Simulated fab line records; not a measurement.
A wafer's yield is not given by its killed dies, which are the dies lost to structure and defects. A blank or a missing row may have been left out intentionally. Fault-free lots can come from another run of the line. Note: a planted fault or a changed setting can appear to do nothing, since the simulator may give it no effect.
Struck lot and sound lot, side by side ; flow nand harc ; 16 steps out of a route of 1302
Sound: wafers L364.2, L364.3, L364.6. Struck: wafers L360.1, L360.2, L360.3. The cause comes at the end.
At each step with rows: each side's tool, then ch and its chambers, then its first start. Under that, the readings that differ: sound wafers ; struck wafers ; difference of the means ; sigmas: that difference in standard deviations of wafers without a fault.
alike: same words and numbers on both sides, and readings whose means sit less than 2 such deviations apart. not compared: any withheld reading, any reading some wafer has no value for, any bound like >300 that may hide the same value, and any number with overlapping values for which the record gives no deviation.
A row with sigmas, a row that says differs or no value, or rows on one side alone: a step with any of these is where the two part. When numbers do not overlap yet have no deviation, they are printed without sigmas and do not part them. A reading missing from all wafers of one side parts the sides only when that side holds two or more wafers.

NHARC_A_DECK1_JOINT_INSPECT_05:
  sound on defect inspect-01, day 17 05:33; struck on defect inspect-01, day 15 23:53
  alike: raw defect count
then, no rows for these wafers at 1 step: NHARC_A_ONON_D2_DEP_00 (target thk 1000 nm).
NHARC_A_ONON_D2_THK_MEAS_02: measures by ellipsometry.
  sound on film metro-01, day 17 06:07; struck on film metro-02, day 16 00:27
  alike: thk nm
then, no rows for these wafers at 1 step: NHARC_A_ONON_D2_DEP_03 (target thk 1000 nm).
NHARC_A_ONON_D2_THK_MEAS_05: measures by ellipsometry.
  sound on film metro-01, day 17 06:41; struck on film metro-01, day 16 01:01
  alike: thk nm
then, no rows for these wafers at 1 step: NHARC_A_ONON_D2_DEP_06 (target thk 1000 nm).
NHARC_A_ONON_D2_THK_MEAS_08: measures by ellipsometry.
  sound on film metro-01, day 17 07:15; struck on film metro-01, day 16 01:34
  alike: thk nm
then, no rows for these wafers at 1 step: NHARC_A_ONON_D2_DEP_09 (target thk 1000 nm).
NHARC_A_ONON_D2_THK_MEAS_11: measures by ellipsometry.
  sound on film metro-02, day 17 07:49; struck on film metro-01, day 16 02:08
  alike: thk nm
then, no rows for these wafers at 1 step: NHARC_A_ONON_D2_DEP_12 (target thk 1000 nm).
NHARC_A_ONON_D2_THK_MEAS_14: measures by ellipsometry.
  sound on film metro-01, day 17 08:23; struck on film metro-02, day 16 02:43
  alike: thk nm
then, 1 step without rows for these wafers: NHARC_A_ONON_D2_ANNEAL_15 (time 3600 s).
NHARC_A_ONON_D2_DEP_16: target thk 1000 nm.
  sound on pecvd onon-04 ch 0, day 17 15:20; struck on pecvd onon-03 ch 0, day 16 10:12
  alike: sih4 flow sccm
NHARC_A_ONON_D2_THK_MEAS_18: measures by ellipsometry.
  sound on film metro-02, day 17 15:47; struck on film metro-01, day 16 10:43
reading;sound;struck;difference;sigmas
thk nm (nm);999 997 998;1513 1514 1514;+516;+57
then, no rows for these wafers at 1 step: NHARC_A_ONON_D2_DEP_19 (target thk 1000 nm).
-- break in the record here, with 11 days between the starts of the struck wafers on either side (left off in module A_ONON_D2, picked up again in module END, where the first step shown is number 1302 on the route) --
NHARC_END_SORT_01:
  only the struck wafers appear in the record here, on prober-01 ch 0 at day 27 14:16; the sound ones have no rows

WHERE THEY PART
Last at NHARC_END_SORT_01 as far as this record goes, first at NHARC_A_ONON_D2_THK_MEAS_18.

WHY: what had been put in by the simulator
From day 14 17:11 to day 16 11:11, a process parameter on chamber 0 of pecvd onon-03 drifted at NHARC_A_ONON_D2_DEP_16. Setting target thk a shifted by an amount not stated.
